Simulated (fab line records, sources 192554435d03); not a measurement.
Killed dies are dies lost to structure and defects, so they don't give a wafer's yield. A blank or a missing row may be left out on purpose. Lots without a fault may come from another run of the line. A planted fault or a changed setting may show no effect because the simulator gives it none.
Which tool did it? | flow n5_finfet | 9 lots, 27 wafers sampled, at 4 steps of a route of 1938

WHAT THE GAUGES READ, wafer by wafer
N5_HKMG_FIN_CD_MEAS_12: target cd 92.8 nm.
lot  | measured    | on        | cd_nm (nm)
L546 | day 5 02:46 | cd_sem-01 | 93.9 93.9 93.8
L547 | day 5 10:43 | cd_sem-02 | 93.1 93.2 93.2
L549 | day 5 23:02 | cd_sem-02 | 92.8 92.1 93.2
L551 | day 6 07:52 | cd_sem-01 | 92.6 92.2 93.4
L554 | day 7 01:26 | cd_sem-02 | 92.2 91.9 91.6
L560 | day 8 13:39 | cd_sem-03 | 89.7 89.4 89.5
L562 | day 9 02:21 | cd_sem-03 | 89.2 89.7 90.7
L563 | day 9 07:18 | cd_sem-02 | 89.6 88.6 89.6
L565 | day 9 23:16 | cd_sem-02 | 92.9 93.3 92.8

WHICH TOOL RAN EACH LOT (tool, then ch and the chambers of the sampled wafers, then the start)
lot  | N5_HKMG_FIN_ALD_79                 | N5_HKMG_FIN_CVD_62                      | N5_HKMG_FIN_PEB_10
L546 | ald_metal-02 ch 0,1,2, day 5 00:38 | thermal_cvd_si-01 ch 0,1,2, day 5 01:01 | litho_track-04 ch 0, day 5 02:42
L547 | ald_metal-02 ch 1,2,3, day 5 08:48 | thermal_cvd_si-02 ch 0,1,2, day 5 09:10 | litho_track-04 ch 0, day 5 10:38
L549 | ald_metal-04 ch 0,2,3, day 5 21:14 | thermal_cvd_si-02 ch 0,2, day 5 21:35   | litho_track-01 ch 0, day 5 22:58
L551 | ald_metal-02 ch 1,2, day 6 05:56   | thermal_cvd_si-02 ch 0,2, day 6 06:18   | litho_track-01 ch 0, day 6 07:48
L554 | ald_metal-04 ch 0,2,3, day 6 23:47 | thermal_cvd_si-01 ch 0,1,2, day 7 00:02 | litho_track-01 ch 0, day 7 01:22
L560 | ald_metal-03 ch 1,2,3, day 8 11:36 | thermal_cvd_si-01 ch 0,1,2, day 8 12:01 | litho_track-01 ch 0, day 8 13:35
L562 | ald_metal-02 ch 0,2,3, day 9 00:31 | thermal_cvd_si-01 ch 1,2, day 9 00:52   | litho_track-01 ch 0, day 9 02:17
L563 | ald_metal-02 ch 1,2, day 9 05:23   | thermal_cvd_si-02 ch 0,2, day 9 05:44   | litho_track-01 ch 0, day 9 07:14
L565 | ald_metal-04 ch 0,2, day 9 21:22   | thermal_cvd_si-02 ch 0,1,2, day 9 21:43 | litho_track-05 ch 0, day 9 23:12
- N5_HKMG_FIN_ALD_79: deposits TiN, target thk 1.5 nm, pulse time 1 s, purge time 3 s.
- N5_HKMG_FIN_CVD_62: deposits a-Si from Si2H6, target thk 3 nm, time 20.8 s.
- N5_HKMG_FIN_PEB_10: peb time 60 s.

THE ANSWER, worked out from the rows above alone
Rule: what is usual is taken from the lots themselves. Put in order of their means at a reading, lots are off if they are a third of the lots or fewer, leave a main group of 4 or more, and stand apart from it by a gap of 3 or more times the standard deviation of the main group's means; of several such gaps the widest counts. A main group whose means are all the same, to the digits that the tables above print for the reading, isn't used. A lot without any number at a reading at which 4 lots or more have one is off too. The other lots that the step has rows for count as sound.
Off: L560, L562, L563, at N5_HKMG_FIN_CD_MEAS_12 (cd_nm). The main group: mean 92.9 nm, standard deviation 0.59.
A tool fits if, at a process step before that reading, it ran every lot that is off, and no sound lot after the first of them. The gauges at N5_HKMG_FIN_CD_MEAS_12 are tried like those tools. One fits: litho_track-01 at N5_HKMG_FIN_PEB_10. Its last sound lot is L554 (day 7 01:22), its first lot that is off L560 (day 8 13:35): a fault that began between those two fits.

WHAT THE SIMULATOR HAD PUT IN
Process parameter drift: litho_track-01, from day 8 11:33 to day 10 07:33, at N5_HKMG_FIN_PEB_10. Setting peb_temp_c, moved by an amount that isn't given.
Lots struck among those shown: L560, L562, L563. The rule above found the same.
